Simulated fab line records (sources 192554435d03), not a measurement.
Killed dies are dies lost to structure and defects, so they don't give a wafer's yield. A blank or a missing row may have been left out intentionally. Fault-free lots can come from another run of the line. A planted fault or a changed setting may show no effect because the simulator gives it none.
fab line records ; flow n5Finfet ; part 1 of 2: steps 1 to 19 of 28
record: lots: 5; wafers: 15; lastDay: 16
route steps=1938 shown BEOL_M9@1441
lots that met no fault: from a run of the same line without faults
startH: hours from the record's opening day to when the first of the lot's shown wafers began ; waitH: hours since the lot's step before ; " repeats the value in the row above ; L1.1+2: one row covering several wafers at once ; - no value, or no start was given ; * or withheld: withheld ; < > ~ a bound
route shown NAME@n: NAME is a module with steps in the file, n the number in the route of the first one ; usual: mean/standard deviation of fault-free wafers ; same: alike in all rows ; chamber/n: place in a boat ; sites: each site's reading ; _std_site: standard deviation of those values ; _edge_site: outer sites' mean less inner sites' ; radiusMm: for every site, how far away it sits from the centre of the wafer ; mask NAME#n: copy n ; behind: the last tool/chamber to shape the wafer ; hold: the reason the lot was held/the length of the hold in hours/how it ended ; device: transistor that didn't switch, given as n, p or np ; end of line: the tests these same wafers got at the end of their route ; a step without rows: its recipe alone ; killed: not the wafer's yield, but the dies lost to structure and defects at the first sort ; map: the dies of a wafer, with x for killed, . for not killed, _ for no die there
set.NAME: the setting that was run; set.NAME@STEP: the one run at that earlier step ; model.NAME: the simulator's own value behind a step, which no gauge read
lots at some steps of the route; a table a step, a row a wafer
services: a tool's chamber out of use, with start hour (startH, from the record's first day; less than 0 if before it), hours out, and reason
== steps ==
step: N5_BEOL_M9_STRIP_69
recipe: chemistry: N2/H2; tempC: 40; n2FlowSccm: 200; h2FlowSccm: 200; rfFrequencyHz: 6e+07
lot.wafer;tool;chamber;startH;waitH
L077.1+4+6;rieDiel-03;2,0,3;224.38;0.0
L080.1+4+5;rieDiel-01;2,0,2;240.37;0.0
L087.1+3+6;rieDiel-01;0,1,3;283.64;0.0
L091.1+2+6;rieDiel-03;3,1,0;302.22;0.0
L092.3+4+6;rieDiel-01;3,0,1;309.39;0.0
step: N5_BEOL_M9_STRIP_77
recipe: chemistry: N2/H2; tempC: 40; n2FlowSccm: 200; h2FlowSccm: 200; rfFrequencyHz: 6e+07
lot.wafer;tool;chamber;startH;waitH
L077.1+4+6;rieDiel-03;2,0,3;224.39;0.0
L080.1+4+5;rieDiel-01;2,0,2;240.38;0.0
L087.1+3+6;rieDiel-01;0,1,3;283.65;0.0
L091.1+2+6;rieDiel-03;3,1,0;302.23;0.0
L092.3+4+6;rieDiel-01;3,0,1;309.40;0.0
step: N5_BEOL_M9_VIA_ETCH_34
recipe: chemistry: C4F6/O2; target: SiCOH_lowk; targetDepthA: 1824; maskMaterial: SOC; taperDeg: 4; timeS: 68.4; ionEnergyEv: 250; pressureMtorr: 30; sourceW: 345; biasW: 185; Ar_flow_sccm: 300; C4F6_flow_sccm: 10; O2_flow_sccm: 10
usual: chamberPressureMTorr: 29.996/0.028; drypumpMotorCurrentA: 5.9/0.45; mfcArSccm: 300.1/0.9; oesProductAu: 0.77/0.077; rfVppV: 670/16; showerheadPlenumPTorr: 2.89/0.07; throttleValvePct: 20.86/0.17
lot.wafer;tool;chamber;startH;waitH;chamberPressureMTorr;drypumpMotorCurrentA;mfcArSccm;oesProductAu;rfHoursCounterH;rfVppV;showerheadPlenumPTorr;throttleValvePct
L077.1;rieDiel-03;2;224.40;0.0;29.995;4.9;301.3;0.87;25;660;2.81;20.78
L077.4;rieDiel-03;0;224.40;0.0;30.006;6.7;300.1;0.75;133;650;2.88;21.07
L077.6;rieDiel-03;3;224.40;0.0;30.002;5.9;299.5;0.71;-;686;2.92;20.97
L080.1;rieDiel-01;2;240.39;0.0;30.002;5.7;300.6;0.70;214;698;2.93;20.60
L080.4;rieDiel-01;0;240.39;0.0;29.971;5.8;300.8;0.88;40;665;2.89;20.94
L080.5;rieDiel-01;2;240.39;0.0;29.994;5.7;301.1;0.70;-;699;2.93;20.58
L087.1;rieDiel-01;0;283.66;0.0;29.970;5.8;299.8;0.86;52;665;2.89;20.93
L087.3;rieDiel-01;1;283.66;0.0;29.997;5.9;300.1;0.83;78;683;3.00;20.82
L087.6;rieDiel-01;3;283.66;0.0;30.037;6.3;300.6;0.71;-;666;2.81;20.85
L091.1;rieDiel-03;3;302.24;0.0;29.975;5.9;300.2;0.69;213;686;2.91;21.01
L091.2;rieDiel-03;1;302.24;0.0;30.027;6.1;300.0;0.70;207;659;2.97;21.18
L091.6;rieDiel-03;0;302.24;0.0;30.051;6.7;299.8;0.72;-;652;2.87;21.11
L092.3;rieDiel-01;3;309.41;0.0;29.994;6.3;300.7;0.70;228;665;2.80;20.88
L092.4;rieDiel-01;0;309.41;0.0;29.966;5.8;299.2;0.86;-;664;2.88;20.94
L092.6;rieDiel-01;1;309.41;0.0;30.012;5.9;299.0;0.82;-;684;3.00;20.84
step: N5_BEOL_M9_STRIP_73
recipe: chemistry: C4F6/O2; resist: SiARC; rfFrequencyHz: 6e+07
lot.wafer;tool;chamber;startH;waitH
L077.1+4+6;rieDiel-03;2,0,3;224.45;0.0
L080.1+4+5;rieDiel-01;2,0,2;240.44;0.0
L087.1+3+6;rieDiel-01;0,1,3;283.72;0.0
L091.1+2+6;rieDiel-03;3,1,0;302.29;0.0
L092.3+4+6;rieDiel-01;3,0,1;309.46;0.0
step: N5_BEOL_M9_STRIP_36
recipe: chemistry: N2/H2; powerW: 450; tempC: 40; pressureMtorr: 20; rfFrequencyHz: 6e+07; overashFraction: 0.3; biasPowerW: 7; h2Frac: 0.5; n2FlowSccm: 200; h2FlowSccm: 200
usual: chamberPressureMTorr: 20.000/0.029; drypumpMotorCurrentA: 5.9/0.45; oesProductAu: 0.77/0.075; rfVppV: 59.1/1.5; showerheadPlenumPTorr: 2.58/0.063; throttleValvePct: 23.56/0.27
lot.wafer;tool;chamber;startH;waitH;chamberPressureMTorr;drypumpMotorCurrentA;oesProductAu;rfHoursCounterH;rfVppV;showerheadPlenumPTorr;throttleValvePct
L077.1;rieDiel-03;2;224.46;0.0;19.976;4.9;0.88;25;58.7;2.48;23.23
L077.4;rieDiel-03;0;224.46;0.0;19.987;6.7;0.75;133;57.3;2.55;24.13
L077.6;rieDiel-03;3;224.46;0.0;19.993;6.0;0.72;-;59.3;2.63;23.95
L080.1;rieDiel-01;2;240.45;0.0;19.989;5.7;0.71;214;56.2;2.63;23.31
L080.4;rieDiel-01;0;240.45;0.0;19.977;5.8;0.89;40;62.3;2.57;23.58
L080.5;rieDiel-01;2;240.45;0.0;19.939;5.7;0.71;-;62.2;2.63;23.32
L087.1;rieDiel-01;0;283.73;0.0;20.018;5.8;0.86;52;58.6;2.57;23.58
L087.3;rieDiel-01;1;283.73;0.0;19.985;5.9;0.84;78;61.5;2.66;23.30
L087.6;rieDiel-01;3;283.73;0.0;20.045;6.3;0.73;-;60.3;2.50;23.58
L091.1;rieDiel-03;3;302.30;0.0;20.014;5.9;0.70;213;59.6;2.62;23.98
L091.2;rieDiel-03;1;302.30;0.0;20.020;6.1;0.71;207;59.0;2.62;23.68
L091.6;rieDiel-03;0;302.30;0.0;20.037;6.7;0.73;-;58.7;2.54;24.14
L092.3;rieDiel-01;3;309.47;0.0;19.999;6.3;0.72;228;59.7;2.50;23.61
L092.4;rieDiel-01;0;309.47;0.0;20.011;5.8;0.85;-;59.7;2.56;23.58
L092.6;rieDiel-01;1;309.47;0.0;20.025;5.9;0.82;-;59.3;2.66;23.34
step: N5_BEOL_M9_TRENCH_ETCH_37
recipe: chemistry: C4F6/O2; targetDepthA: 1514.3; target: SiCOH_lowk; timeS: 49; ionEnergyEv: 250; pressureMtorr: 30; sourceW: 345; biasW: 185; Ar_flow_sccm: 300; C4F6_flow_sccm: 10; O2_flow_sccm: 10
usual: chamberPressureMTorr: 30.000/0.028; drypumpMotorCurrentA: 5.9/0.45; mfcArSccm: 300.1/1; oesProductAu: 0.77/0.076; rfVppV: 670/16; showerheadPlenumPTorr: 2.89/0.07; throttleValvePct: 20.89/0.17
lot.wafer;tool;chamber;startH;waitH;chamberPressureMTorr;drypumpMotorCurrentA;mfcArSccm;oesProductAu;rfHoursCounterH;rfVppV;showerheadPlenumPTorr;throttleValvePct
L077.1;rieDiel-03;2;-;-;29.979;4.9;300.2;0.88;25;658;2.81;20.80
L077.4;rieDiel-03;0;-;-;30.026;6.8;300.0;0.75;133;652;2.88;21.10
L077.6;rieDiel-03;3;-;-;29.982;6.0;299.9;0.71;-;686;2.92;21.01
L080.1;rieDiel-01;2;-;-;30.045;5.7;301.3;0.70;214;701;2.93;20.64
L080.4;rieDiel-01;0;-;-;30.019;5.8;299.7;0.89;40;664;2.89;20.95
L080.5;rieDiel-01;2;-;-;30.018;5.7;301.1;0.71;-;700;2.93;20.63
L087.1;rieDiel-01;0;-;-;29.986;5.8;299.6;0.87;52;664;2.89;20.97
L087.3;rieDiel-01;1;-;-;29.978;5.9;301.6;0.83;78;683;3.00;20.83
L087.6;rieDiel-01;3;-;-;29.991;6.3;301.7;0.71;-;666;2.81;20.89
L091.1;rieDiel-03;3;-;-;29.941;5.9;298.9;0.69;213;686;2.91;21.04
L091.2;rieDiel-03;1;-;-;29.980;6.0;300.2;0.71;207;659;2.97;21.22
L091.6;rieDiel-03;0;-;-;29.997;6.7;298.5;0.73;-;651;2.87;21.13
L092.3;rieDiel-01;3;-;-;30.009;6.3;300.0;0.69;228;665;2.80;20.88
L092.4;rieDiel-01;0;-;-;29.962;5.8;302.3;0.84;-;665;2.88;20.98
L092.6;rieDiel-01;1;-;-;30.002;5.9;299.7;0.81;-;682;3.00;20.85
step: N5_BEOL_M9_ETCH_41
recipe: chemistry: CH3F/O2; target: SiCN; targetDepthA: 366; taperDeg: 2; timeS: 70.1; ionEnergyEv: 120; maskMaterial: TiN; pressureMtorr: 30; sourceW: 395; biasW: 75; Ar_flow_sccm: 150; CH3F_flow_sccm: 30; O2_flow_sccm: 20
usual: chamberPressureMTorr: 30.001/0.025; drypumpMotorCurrentA: 5.9/0.45; mfcArSccm: 149.9/0.45; oesProductAu: 0.77/0.076; rfVppV: 298.0/1.3; showerheadPlenumPTorr: 2.03/0.051; throttleValvePct: 16.29/0.16
lot.wafer;tool;chamber;startH;waitH;chamberPressureMTorr;drypumpMotorCurrentA;mfcArSccm;oesProductAu;rfHoursCounterH;rfVppV;showerheadPlenumPTorr;throttleValvePct
L077.1;rieDiel-03;2;-;-;30.000;4.9;150.4;0.87;25;296.4;1.97;16.15
L077.4;rieDiel-03;0;-;-;30.007;6.7;150.1;0.75;133;298.2;2.03;16.44
L077.6;rieDiel-03;3;-;-;30.040;5.9;149.8;0.70;-;299.7;2.06;16.47
L080.1;rieDiel-01;2;-;-;29.993;5.7;150.8;0.71;214;297.9;2.06;16.09
L080.4;rieDiel-01;0;-;-;29.999;5.8;150.1;0.88;40;299.3;2.03;16.27
L080.5;rieDiel-01;2;-;-;29.987;5.7;150.1;0.69;-;297.8;2.06;16.11
L087.1;rieDiel-01;0;-;-;30.052;5.8;150.0;0.87;52;295.9;2.03;16.29
L087.3;rieDiel-01;1;-;-;29.958;5.9;150.3;0.83;78;299.6;2.11;16.20
L087.6;rieDiel-01;3;-;-;30.017;6.3;149.7;0.71;-;296.3;1.97;16.37
L091.1;rieDiel-03;3;-;-;29.968;5.9;149.8;0.69;213;298.3;2.05;16.52
L091.2;rieDiel-03;1;-;-;29.985;6.1;149.3;0.70;207;298.9;2.08;16.56
L091.6;rieDiel-03;0;-;-;30.017;6.7;149.7;0.73;-;296.8;2.02;16.47
L092.3;rieDiel-01;3;-;-;29.973;6.3;150.0;0.70;228;296.7;1.97;16.38
L092.4;rieDiel-01;0;-;-;30.034;5.8;150.2;0.86;-;298.2;2.02;16.31
L092.6;rieDiel-01;1;-;-;30.048;5.9;150.0;0.83;-;299.2;2.11;16.22
step: N5_BEOL_M9_STRIP_80
recipe: chemistry: N2/H2; timeS: 10; powerW: 450; tempC: 40; pressureMtorr: 20; rfFrequencyHz: 6e+07; biasPowerW: 7; n2FlowSccm: 200; h2FlowSccm: 200
usual: chamberPressureMTorr: 20.001/0.018; drypumpMotorCurrentA: 5.9/0.45; oesProductAu: 0.77/0.074; rfVppV: 59.4/0.93; showerheadPlenumPTorr: 2.58/0.063; throttleValvePct: 23.56/0.27
lot.wafer;tool;chamber;startH;waitH;chamberPressureMTorr;drypumpMotorCurrentA;oesProductAu;rfHoursCounterH;rfVppV;showerheadPlenumPTorr;throttleValvePct
L077.1;rieDiel-03;2;-;-;20.029;4.9;0.89;25;59.2;2.48;23.24
L077.4;rieDiel-03;0;-;-;19.973;6.7;0.76;133;58.3;2.55;24.14
L077.6;rieDiel-03;3;-;-;19.994;5.9;0.71;-;60.2;2.63;23.95
L080.1;rieDiel-01;2;-;-;20.023;5.7;0.71;214;59.0;2.63;23.31
L080.4;rieDiel-01;0;-;-;20.003;5.8;0.89;40;60.7;2.57;23.55
L080.5;rieDiel-01;2;-;-;20.008;5.7;0.70;-;58.7;2.63;23.32
L087.1;rieDiel-01;0;-;-;19.966;5.8;0.85;52;59.5;2.57;23.55
L087.3;rieDiel-01;1;-;-;20.029;5.9;0.83;78;61.0;2.66;23.33
L087.6;rieDiel-01;3;-;-;19.991;6.3;0.71;-;59.4;2.50;23.59
L091.1;rieDiel-03;3;-;-;20.011;5.9;0.70;213;60.0;2.62;24.00
L091.2;rieDiel-03;1;-;-;20.031;6.1;0.72;207;59.0;2.62;23.62
L091.6;rieDiel-03;0;-;-;19.970;6.7;0.73;-;59.0;2.54;24.18
L092.3;rieDiel-01;3;-;-;20.003;6.3;0.71;228;59.2;2.50;23.59
L092.4;rieDiel-01;0;-;-;19.990;5.8;0.85;-;60.0;2.56;23.58
L092.6;rieDiel-01;1;-;-;20.034;5.9;0.82;-;59.7;2.65;23.33
step: N5_BEOL_M9_OCD_MEAS_38
usual: trenchDepthNm: 150.8/2.5
lot.wafer;tool;chamber;startH;waitH;trenchDepthNm
L077.1;ocd-01;-;224.67;-;150.9
L077.4;ocd-01;-;224.67;-;147.2
L077.6;ocd-01;-;224.67;-;152.1
L080.1;ocd-02;-;240.67;-;150.1
L080.4;ocd-02;-;240.67;-;155.9
L080.5;ocd-02;-;240.67;-;150.8
L087.1;ocd-02;-;283.94;-;156.2
L087.3;ocd-02;-;283.94;-;154.0
L087.6;ocd-02;-;283.94;-;151.0
L091.1;ocd-02;-;302.52;-;150.4
L091.2;ocd-02;-;302.52;-;149.3
L091.6;ocd-02;-;302.52;-;145.9
L092.3;ocd-01;-;309.69;-;148.2
L092.4;ocd-01;-;309.69;-;153.2
L092.6;ocd-01;-;309.69;-;151.3
step: N5_BEOL_M9_HM_STRIP_39
recipe: chemistry: peroxideTinStrip; material: TiN; targetDepthA: 250; tempC: 50; timeS: 158
usual: bathHeatDutyPct: 7.2/0.89
lot.wafer;tool;chamber;startH;waitH;bathHeatDutyPct
L077.1;wetBench-06;0;224.71;0.0;7.6
L077.4;wetBench-06;7;224.71;0.0;7.4
L077.6;wetBench-06;4;224.71;0.0;7.6
L080.1;wetBench-06;2;240.70;0.0;7.1
L080.4;wetBench-06;0;240.70;0.0;6.8
L080.5;wetBench-06;6;240.70;0.0;7.0
L087.1;wetBench-04;1;283.97;0.0;6.6
L087.3;wetBench-04;7;283.97;0.0;7.5
L087.6;wetBench-04;4;283.97;0.0;7.4
L091.1;wetBench-06;3;302.55;0.0;8.0
L091.2;wetBench-06;4;302.55;0.0;8.0
L091.6;wetBench-06;1;302.55;0.0;6.9
L092.3;wetBench-04;4;309.72;0.0;7.0
L092.4;wetBench-04;6;309.72;0.0;6.4
L092.6;wetBench-04;3;309.72;0.0;8.9
step: N5_BEOL_M9_SRD_40
recipe: timeS: 30; tempC: 23; rinseLiquid: diw; dry: ipaMarangoni
usual: bathHeatDutyPct: 3.7/0.56
lot.wafer;tool;chamber;startH;waitH;bathHeatDutyPct
L077.1;wetBench-06;0;224.75;0.0;3.6
L077.4;wetBench-06;7;224.75;0.0;3.2
L077.6;wetBench-06;4;224.75;0.0;4.2
L080.1;wetBench-06;2;240.75;0.0;3.8
L080.4;wetBench-06;0;240.75;0.0;3.9
L080.5;wetBench-06;6;240.75;0.0;3.7
L087.1;wetBench-04;1;284.02;0.0;2.7
L087.3;wetBench-04;7;284.02;0.0;3.2
L087.6;wetBench-04;4;284.02;0.0;4.0
L091.1;wetBench-06;3;302.60;0.0;3.4
L091.2;wetBench-06;4;302.60;0.0;3.5
L091.6;wetBench-06;1;302.60;0.0;3.0
L092.3;wetBench-04;4;309.77;0.0;3.6
L092.4;wetBench-04;6;309.77;0.0;3.6
L092.6;wetBench-04;3;309.77;0.0;4.4
step: N5_BEOL_M9_PRECLEAN_42
recipe: chemistry: residueRemover; timeS: 60; tempC: 40
usual: bathHeatDutyPct: 4.6/0.72
lot.wafer;tool;chamber;startH;waitH;bathHeatDutyPct
L077.1;wetBench-06;0;224.77;0.0;4.1
L077.4;wetBench-06;7;224.77;0.0;5.2
L077.6;wetBench-06;4;224.77;0.0;4.6
L080.1;wetBench-06;2;240.76;0.0;4.5
L080.4;wetBench-06;0;240.76;0.0;3.8
L080.5;wetBench-06;6;240.76;0.0;4.3
L087.1;wetBench-04;1;284.04;0.0;3.9
L087.3;wetBench-04;7;284.04;0.0;5.4
L087.6;wetBench-04;4;284.04;0.0;4.5
L091.1;wetBench-06;3;302.61;0.0;4.7
L091.2;wetBench-06;4;302.61;0.0;4.9
L091.6;wetBench-06;1;302.61;0.0;4.0
L092.3;wetBench-04;4;309.79;0.0;5.1
L092.4;wetBench-04;6;309.79;0.0;4.4
L092.6;wetBench-04;3;309.79;0.0;5.0
step: N5_BEOL_M9_SRD_43
recipe: timeS: 30; tempC: 23; rinseLiquid: diw; dry: ipaMarangoni
usual: bathHeatDutyPct: 3.8/0.55
lot.wafer;tool;chamber;startH;waitH;bathHeatDutyPct
L077.1;wetBench-06;0;224.79;0.0;3.7
L077.4;wetBench-06;7;224.79;0.0;3.9
L077.6;wetBench-06;4;224.79;0.0;4.0
L080.1;wetBench-06;2;240.78;0.0;3.8
L080.4;wetBench-06;0;240.78;0.0;3.5
L080.5;wetBench-06;6;240.78;0.0;4.1
L087.1;wetBench-04;1;284.05;0.0;3.6
L087.3;wetBench-04;7;284.05;0.0;3.5
L087.6;wetBench-04;4;284.05;0.0;4.3
L091.1;wetBench-06;3;302.63;0.0;4.0
L091.2;wetBench-06;4;302.63;0.0;3.7
L091.6;wetBench-06;1;302.63;0.0;3.1
L092.3;wetBench-04;4;309.80;0.0;3.6
L092.4;wetBench-04;6;309.80;0.0;3.7
L092.6;wetBench-04;3;309.80;0.0;4.9
step: N5_BEOL_M9_CD_MEAS_35
recipe: targetCdNm: 70; targetCdYNm: 40; polarity: opening
usual: cdNm: 69.7/0.82
lot.wafer;tool;chamber;startH;waitH;cdNm
L077.1;cdSem-01;-;224.83;0.0;69.1
L077.4;cdSem-01;-;224.83;0.0;69.7
L077.6;cdSem-01;-;224.83;0.0;70.2
L080.1;cdSem-01;-;240.82;0.0;70.1
L080.4;cdSem-01;-;240.82;0.0;70.1
L080.5;cdSem-01;-;240.82;0.0;70.0
L087.1;cdSem-01;-;284.09;0.0;68.9
L087.3;cdSem-01;-;284.09;0.0;68.8
L087.6;cdSem-01;-;284.09;0.0;69.1
L091.1;cdSem-01;-;302.67;0.0;70.0
L091.2;cdSem-01;-;302.67;0.0;68.6
L091.6;cdSem-01;-;302.67;0.0;68.9
L092.3;cdSem-02;-;309.85;0.0;69.9
L092.4;cdSem-02;-;309.85;0.0;70.4
L092.6;cdSem-02;-;309.85;0.0;69.7
step: N5_BEOL_M9_CURE_72
recipe: tempC: 370; timeS: 120; ambient: DMADMS/He; material: SiCOH_lowk
usual: lampPowerPct: 52.31/0.053; wafer_temp_C_max: 371.5/0.54
lot.wafer;tool;chamber;startH;waitH;lampPowerPct;wafer_temp_C_max
L077.1;uvCure-02;0;225.38;0.6;52.31;371.2
L077.4;uvCure-02;0;225.38;0.6;52.29;371.8
L077.6;uvCure-02;0;225.38;0.6;52.38;371.4
L080.1;uvCure-01;2;240.86;0.0;52.37;371.0
L080.4;uvCure-01;2;240.86;0.0;52.36;370.9
L080.5;uvCure-01;2;240.86;0.0;52.26;371.0
L087.1;uvCure-02;1;284.13;0.0;52.27;370.9
L087.3;uvCure-02;1;284.13;0.0;52.33;370.9
L087.6;uvCure-02;1;284.13;0.0;52.34;370.8
L091.1;uvCure-03;0;302.71;0.0;52.27;371.9
L091.2;uvCure-03;0;302.71;0.0;52.30;371.6
L091.6;uvCure-03;0;302.71;0.0;52.32;371.4
L092.3;uvCure-02;2;309.99;0.1;52.27;371.9
L092.4;uvCure-02;2;309.99;0.1;52.39;372.1
L092.6;uvCure-02;2;309.99;0.1;52.36;372.3
step: N5_BEOL_M9_DEGAS_44
recipe: ambient: vacuum; tempC: 250; timeS: 60
usual: heaterPowerW: 324/25
lot.wafer;tool;chamber;startH;waitH;heaterPowerW
L077.1;pvdSputter-03;-;225.72;0.3;330
L077.4;pvdSputter-03;-;225.72;0.3;285
L077.6;pvdSputter-03;-;225.72;0.3;284
L080.1;pvdSputter-02;-;241.25;0.3;355
L080.4;pvdSputter-02;-;241.25;0.3;357
L080.5;pvdSputter-02;-;241.25;0.3;365
L087.1;pvdSputter-01;-;284.75;0.6;305
L087.3;pvdSputter-01;-;284.75;0.6;345
L087.6;pvdSputter-01;-;284.75;0.6;306
L091.1;pvdSputter-03;-;303.12;0.4;299
L091.2;pvdSputter-03;-;303.12;0.4;284
L091.6;pvdSputter-03;-;303.12;0.4;332
L092.3;pvdSputter-03;-;311.10;1.1;338
L092.4;pvdSputter-03;-;311.10;1.1;319
L092.6;pvdSputter-03;-;311.10;1.1;300
step: N5_BEOL_M9_PRE_CLEAN_45
recipe: gas: H2/He; timeS: 30; tempC: 250
usual: heaterPowerW: 323/26
lot.wafer;tool;chamber;startH;waitH;heaterPowerW
L077.1;pvdSputter-03;-;225.76;0.0;326
L077.4;pvdSputter-03;-;225.76;0.0;285
L077.6;pvdSputter-03;-;225.76;0.0;279
L080.1;pvdSputter-02;-;241.29;0.0;362
L080.4;pvdSputter-02;-;241.29;0.0;361
L080.5;pvdSputter-02;-;241.29;0.0;353
L087.1;pvdSputter-01;-;284.79;0.0;315
L087.3;pvdSputter-01;-;284.79;0.0;342
L087.6;pvdSputter-01;-;284.79;0.0;295
L091.1;pvdSputter-03;-;303.16;0.0;300
L091.2;pvdSputter-03;-;303.16;0.0;282
L091.6;pvdSputter-03;-;303.16;0.0;339
L092.3;pvdSputter-03;-;311.14;0.0;335
L092.4;pvdSputter-03;-;311.14;0.0;315
L092.6;pvdSputter-03;-;311.14;0.0;298
step: N5_BEOL_M9_ALD_74
recipe: material: TaN; targetThkA: 20; tempC: 275; aldPrecursorFamily: PDMAT; aldCoReactant: NH3; pressureTorr: 3; carrierFlowSccm: 1500; pulseTimeS: 2; purgeTimeS: 3; coReactantPurgeTimeS: 2; coReactantPulseTimeS: 3; aldCycles: 40; precursorVesselTempC: 75; precursorVesselPressureTorr: 26.25; precursorVesselCarrierSccm: 1000
usual: heaterPowerW: 422/49
same: aldCycles: 40
lot.wafer;tool;chamber;startH;waitH;heaterPowerW;sinceWetCleanH
L077.1;aldMetal-03;1;225.82;0.0;400;4504
L077.4;aldMetal-03;0;225.82;0.0;339;4504
L077.6;aldMetal-03;0;225.82;0.0;348;-
L080.1;aldMetal-01;3;241.35;0.0;467;2981
L080.4;aldMetal-01;0;241.35;0.0;429;2981
L080.5;aldMetal-01;2;241.35;0.0;381;-
L087.1;aldMetal-03;3;285.04;0.2;408;4563
L087.3;aldMetal-03;1;285.04;0.2;404;4563
L087.6;aldMetal-03;2;285.04;0.2;419;-
L091.1;aldMetal-01;1;303.22;0.0;458;3043
L091.2;aldMetal-01;0;303.22;0.0;415;3043
L091.6;aldMetal-01;1;303.22;0.0;468;-
L092.3;aldMetal-03;2;311.21;0.1;420;4590
L092.4;aldMetal-03;3;311.21;0.1;408;4590
L092.6;aldMetal-03;3;311.21;0.1;412;-
step: N5_BEOL_M9_SURFACE_TREAT_79
recipe: gas: Ar; timeS: *; ionEnergyEv: *; ionCurrentMaCm2: 0.5; pressureMtorr: *; arFlowSccm: 30
usual: arFlowSccm: 29.99/0.092; throttleValvePct: *
lot.wafer;tool;chamber;startH;waitH;arFlowSccm;throttleValvePct
L077.1;pvdSputter-01;-;226.13;0.2;29.87;*
L077.4;pvdSputter-01;-;226.13;0.2;30.17;*
L077.6;pvdSputter-01;-;226.13;0.2;29.99;*
L080.1;pvdSputter-01;-;241.63;0.2;29.89;*
L080.4;pvdSputter-01;-;241.63;0.2;29.90;*
L080.5;pvdSputter-01;-;241.63;0.2;29.99;*
L087.1;pvdSputter-03;-;285.32;0.2;30.10;*
L087.3;pvdSputter-03;-;285.32;0.2;30.22;*
L087.6;pvdSputter-03;-;285.32;0.2;30.04;*
L091.1;pvdSputter-03;-;303.54;0.2;30.07;*
L091.2;pvdSputter-03;-;303.54;0.2;30.02;*
L091.6;pvdSputter-03;-;303.54;0.2;30.03;*
L092.3;pvdSputter-01;-;311.57;0.2;29.87;*
L092.4;pvdSputter-01;-;311.57;0.2;30.06;*
L092.6;pvdSputter-01;-;311.57;0.2;29.97;*
